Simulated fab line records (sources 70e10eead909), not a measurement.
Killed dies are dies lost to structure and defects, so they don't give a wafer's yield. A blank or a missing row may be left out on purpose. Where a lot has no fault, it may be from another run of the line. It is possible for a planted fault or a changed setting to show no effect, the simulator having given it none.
Matching of chambers	flow nand-harc	rie-diel-09 running NHARC_P_ZERO_WELL_DESCUM_26: 4 sister chambers
The step chemistry O2, time 3 s. 8 wafers are shown with their chamber, then 8 later ones without.

WAFERS, EACH WITH ITS CHAMBER
wafer	chamber	drypump-motor-current-A (A)	oes-product-au (a.u.)
L075.2	2	5.9	1.006
L075.4	3	5.1	0.996
L077.3	2	5.8	0.994
L077.6	1	5.2	0.995
L081.3	0	5.2	1.008
L081.4	3	5.2	0.991
L081.6	0	5.2	1.006
L083.1	1	5.2	0.996

WAFERS MISSING THEIR CHAMBER
wafer	drypump-motor-current-A (A)	oes-product-au (a.u.)
L083.2	5.2	0.989
L083.6	5.9	0.989
L086.2	5.9	0.985
L086.3	5.2	1.010
L086.5	5.2	1.006
L087.4	5.2	1.011
L087.5	5.2	1.008
L087.6	5.2	1.010

CHAMBER TAKEN BY EACH
wafer	from the rows above	in truth
L083.2	can't be placed: 3 or 1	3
L083.6	2	2
L086.2	2	2
L086.3	0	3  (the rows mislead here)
L086.5	0	0
L087.4	0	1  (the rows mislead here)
L087.5	0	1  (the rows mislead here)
L087.6	0	0
Placed correctly: 4 of 8. Not placeable from these rows: 1 (in 1, the candidates include the true chamber). 3 placed wrongly.
How it was worked out, from the rows above alone: a wafer's distance from a chamber is the root of the sum, over the readings, of the square of ((its reading less the chamber's mean) divided by the reading's scatter). If the next closest chamber is less than 2 further off than the closest, the wafer can't be placed; otherwise it belongs to the closest. For every chamber, the mean is computed from those of its wafers that are shown. How the scatter is found: for the shown wafers, subtract from each reading the mean of its chamber, square and add these, divide the total by (wafers less chambers), then take the root.
